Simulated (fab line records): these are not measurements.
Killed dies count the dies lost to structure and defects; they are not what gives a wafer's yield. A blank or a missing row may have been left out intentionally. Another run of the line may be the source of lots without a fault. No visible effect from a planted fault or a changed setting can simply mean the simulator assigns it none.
Chamber matching | flow n5-finfet | rie-diel-03 running N5_HKMG_FIN_STRIP_92: 4 sister chambers
The step strips SOC in N2/H2, time 20 s. 4 wafers are shown with their chamber, then 9 later ones without.

WAFERS WITH THEIR CHAMBER
wafer  | chamber | drypump-motor-current-A (A)
L079.6 | 2       | 5.4
L082.1 | 1       | 6.3
L082.3 | 3       | 5.5
L082.4 | 0       | 5.8

WAFERS WITHOUT THEIR CHAMBER
wafer  | drypump-motor-current-A (A)
L090.2 | 6.4
L090.4 | 6.4
L090.5 | 5.5
L094.2 | 5.4
L094.3 | 5.5
L094.5 | 5.3
L097.1 | 6.3
L097.4 | 5.8
L097.5 | 5.5

CHAMBER TAKEN BY EACH
wafer  | from the rows above     | in truth
L090.2 | 1                       | 1
L090.4 | 1                       | 1
L090.5 | can't be placed: 3 or 2 | 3
L094.2 | can't be placed: 2 or 3 | 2
L094.3 | can't be placed: 3 or 2 | 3
L094.5 | can't be placed: 2 or 3 | 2
L097.1 | 1                       | 1
L097.4 | 0                       | 0
L097.5 | can't be placed: 3 or 2 | 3
4 of 9 placed correctly. From these rows, 5 cannot be placed; in 5 the true chamber is one of the candidates. Number placed wrongly: 0.
How it was worked out, from the rows above alone: a wafer's distance from a chamber is the root of the sum, over the readings, of the square of ((its reading less the chamber's mean) divided by the reading's scatter). The wafer belongs to the nearest chamber; if the next one is less than 2 further off, it can't be placed. A chamber's mean is the mean of its shown wafers. The scatter (one wafer shown for each chamber): square how far every hidden wafer sits from the nearest shown wafer, average those squares and take the square root.
